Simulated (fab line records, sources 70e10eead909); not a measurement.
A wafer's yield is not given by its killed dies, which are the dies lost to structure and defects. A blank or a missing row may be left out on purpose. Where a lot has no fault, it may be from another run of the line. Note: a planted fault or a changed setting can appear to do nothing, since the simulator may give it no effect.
Which tool is to blame? -- flow nand_harc -- Sampling: 12 lots, 36 wafers, 7 of 1302 route steps

== WHAT THE GAUGES SHOWED, per wafer ==
NHARC_P_BONDPAD_CD_MEAS_13. Usual: cd_nm at 498.8 nm, with a standard deviation of 2.7.
lot,measured,on,cd_nm (nm),flag
L291,day 6 15:48,cd_sem-02,496.4 496.1 497.4,
L294,day 7 18:59,cd_sem-02,502.9 504.4 503.0,
L295,day 8 02:07,cd_sem-01,500.4 497.8 497.9,
L297,day 8 19:49,cd_sem-01,497.3 500.5 500.3,
L299,day 9 23:30,cd_sem-02,499.1 500.6 499.4,
L300,day 10 05:13,cd_sem-01,500.5 498.7 501.5,
L301,day 11 02:04,cd_sem-03,497.3 498.1 496.2,
L302,day 11 07:52,cd_sem-03,492.3 497.9 500.0,
L303,day 11 17:23,cd_sem-03,496.5 497.5 499.7,
L308,day 13 13:41,cd_sem-02,497.0 496.6 500.7,
L309,day 14 04:40,cd_sem-01,501.1 495.4 499.7,
L313,day 15 14:47,cd_sem-02,498.3 494.9 497.4,

NHARC_A_ZERO_WELL_INSPECT_17. Usual: raw_defect_count at 12, with a standard deviation of 6.3.
lot,measured,on,raw_defect_count,flag
L291,day 6 20:52,defect_inspect-01,9 16 16,
L294,day 7 23:59,defect_inspect-02,7 6 7,
L295,day 8 07:11,defect_inspect-02,6 6 14,
L297,day 9 00:43,defect_inspect-01,11 13 15,
L299,day 10 04:24,defect_inspect-02,15 30 25,
L300,day 10 10:16,defect_inspect-01,16 16 15,
L301,day 11 07:06,defect_inspect-01,14 27 19,
L302,day 11 12:56,defect_inspect-01,9 3 10,
L303,day 11 22:37,defect_inspect-02,13 4 12,
L308,day 13 18:43,defect_inspect-02,352 381 380,OFF
L309,day 14 09:41,defect_inspect-02,400 316 366,OFF
L313,day 15 19:47,defect_inspect-01,10 16 8,

NHARC_A_SOURCE_PLATE_INSPECT_08. Usual: raw_defect_count at 59, with a standard deviation of 23.
lot,measured,on,raw_defect_count,flag
L291,day 7 19:15,defect_inspect-01,52 53 71,
L294,day 8 17:14,defect_inspect-02,44 34 44,
L295,day 9 03:52,defect_inspect-01,25 39 51,
L297,day 9 19:35,defect_inspect-02,42 87 52,
L299,day 11 00:15,defect_inspect-01,32 64 72,
L300,day 11 06:10,defect_inspect-02,118 42 78,
L301,day 12 05:36,defect_inspect-02,42 68 46,
L302,day 12 10:50,defect_inspect-02,131 75 50,
L303,day 12 21:56,defect_inspect-01,33 63 44,
L308,day 14 12:51,defect_inspect-02,400 420 426,OFF
L309,day 15 05:36,defect_inspect-02,447 347 418,OFF
L313,day 16 16:02,defect_inspect-02,72 61 57,

NHARC_A_ONON_D1_THK_MEAS_11: measures by ellipsometry. Usual: thk_nm at 999 nm, with a standard deviation of 8.2.
lot,measured,on,thk_nm (nm),flag
L291,day 7 21:32,film_metro-02,992 991 990,
L294,day 8 19:32,film_metro-02,992 992 992,
L295,day 9 06:08,film_metro-01,993 993 993,
L297,day 9 21:52,film_metro-02,993 993 994,
L299,day 11 02:32,film_metro-02,995 994 995,
L300,day 11 08:27,film_metro-01,1002 1003 1001,
L301,day 12 07:53,film_metro-01,1013 1015 1013,
L302,day 12 13:07,film_metro-02,1003 1001 1001,
L303,day 13 00:13,film_metro-02,992 992 990,
L308,day 14 15:10,film_metro-01,997 998 998,
L309,day 15 07:52,film_metro-01,1008 1010 1008,
L313,day 16 18:19,film_metro-01,997 998 998,

NHARC_END_SORT_01. Usual: killed_at_array 57, standard deviation 18; killed_at_other 0.9, standard deviation 1.3; killed_at_periphery 3.5, standard deviation 2.2; killed_dies 62, standard deviation 18; killed_open 3.0, standard deviation 1.7; killed_short 2.3, standard deviation 1.5.
lot,measured,on,killed_at_array,killed_at_other,killed_at_periphery,killed_dies,killed_open,killed_short,flag
L308,day 30 10:23,prober-01,148 138 142,0 0 0,1 2 2,149 140 144,2 3 2,2 0 6,OFF
L309,day 31 13:04,prober-01,118 104 115,0 0 0,5 5 10,123 109 125,1 3 2,1 0 1,OFF

== TOOL THAT RAN EACH LOT (tool first, then ch and the chambers of the sampled wafers, then the start) ==
lot,NHARC_A_ZERO_WELL_PRECLEAN_00,NHARC_A_ZERO_WELL_RTA_16
L291,"wet_bench-09 ch 0,2,6, day 6 18:40","rtp_anneal-01 ch 0, day 6 20:42"
L294,"wet_bench-05 ch 5,6,7, day 7 21:47","rtp_anneal-01 ch 0, day 7 23:48"
L295,"wet_bench-09 ch 3,4,5, day 8 04:58","rtp_anneal-01 ch 0, day 8 07:04"
L297,"wet_bench-05 ch 1,2,3, day 8 22:38","rtp_anneal-01 ch 0, day 9 00:35"
L299,"wet_bench-04 ch 1,4,7, day 10 02:18","rtp_anneal-01 ch 0, day 10 04:14"
L300,"wet_bench-05 ch 2,3,5, day 10 08:03","rtp_anneal-01 ch 0, day 10 10:05"
L301,"wet_bench-04 ch 1,2,3, day 11 04:53","rtp_anneal-01 ch 0, day 11 06:59"
L302,"wet_bench-05 ch 3,4,6, day 11 10:44","rtp_anneal-02 ch 0, day 11 12:46"
L303,"wet_bench-04 ch 2,4,6, day 11 20:10","rtp_anneal-02 ch 0, day 11 22:25"
L308,"wet_bench-04 ch 2,3,5, day 13 16:31","rtp_anneal-02 ch 0, day 13 18:32"
L309,"wet_bench-04 ch 2,5,6, day 14 07:26","rtp_anneal-02 ch 0, day 14 09:29"
L313,"wet_bench-09 ch 1,2,3, day 15 17:36","rtp_anneal-02 ch 0, day 15 19:35"
- NHARC_A_ZERO_WELL_PRECLEAN_00: cleans in SPM, time 600 s.
- NHARC_A_ZERO_WELL_RTA_16: time 10 s.

== WHAT THE TOOLS THEMSELVES READ (means of the sampled wafers that have a number; where no wafer has one, the mark that the record gives instead) ==
NHARC_A_ZERO_WELL_RTA_16. Usual: lamp_power_pct 29.7 %, standard deviation 1.5; wafer_temp_C_max 1003.7, standard deviation 0.9.
lot,tool,lamp_power_pct (%),wafer_temp_C_max,flag
L291,rtp_anneal-01,28.5,1002.8,
L294,rtp_anneal-01,28.5,1003.7,
L295,rtp_anneal-01,28.5,1003.3,
L297,rtp_anneal-01,28.5,1003.2,
L299,rtp_anneal-01,28.5,1002.7,
L300,rtp_anneal-01,28.5,1002.4,
L301,rtp_anneal-01,28.5,1003.0,
L302,rtp_anneal-02,31.7,1003.9,
L303,rtp_anneal-02,31.7,1004.3,
L308,rtp_anneal-02,31.6,1004.1,
L309,rtp_anneal-02,31.6,1004.2,
L313,rtp_anneal-02,31.6,1004.3,

== THE ANSWER, worked out from the rows above alone ==
Rule: take the mean of a lot's wafers that have a number; if it is more than 3 standard deviations from the usual mean, the lot is off. Also off: a lot with no number at a reading for which 4 or more lots have one. The other lots that the step has rows for count as sound. Order of review: gauges by route order, followed by the tools' own readings, for which a lot's mean as printed above is used. At the first step where some lot is off, the reading lying furthest off is the one used; lots without a number count as furthest.
Off, at NHARC_A_ZERO_WELL_INSPECT_17 on raw_defect_count: L308, L309.
A tool fits if, at a process step before that reading, it ran every lot that is off, and no sound lot after the first of them. The gauges at NHARC_A_ZERO_WELL_INSPECT_17 aren't tried: what is off there is off at NHARC_END_SORT_01 too, on other tools, and a gauge's error can't cause that. One candidate fits, namely wet_bench-04 at NHARC_A_ZERO_WELL_PRECLEAN_00. Its last sound lot is L303 (day 11 20:10), its first lot that is off L308 (day 13 16:31): a fault that began between those two fits.

== WHAT HAD BEEN PUT IN BY THE SIMULATOR ==
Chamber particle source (wet_bench-04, NHARC_A_ZERO_WELL_PRECLEAN_00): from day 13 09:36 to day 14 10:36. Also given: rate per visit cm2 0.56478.
Shown lots that were struck: L308, L309. This agrees with what the rule above found.
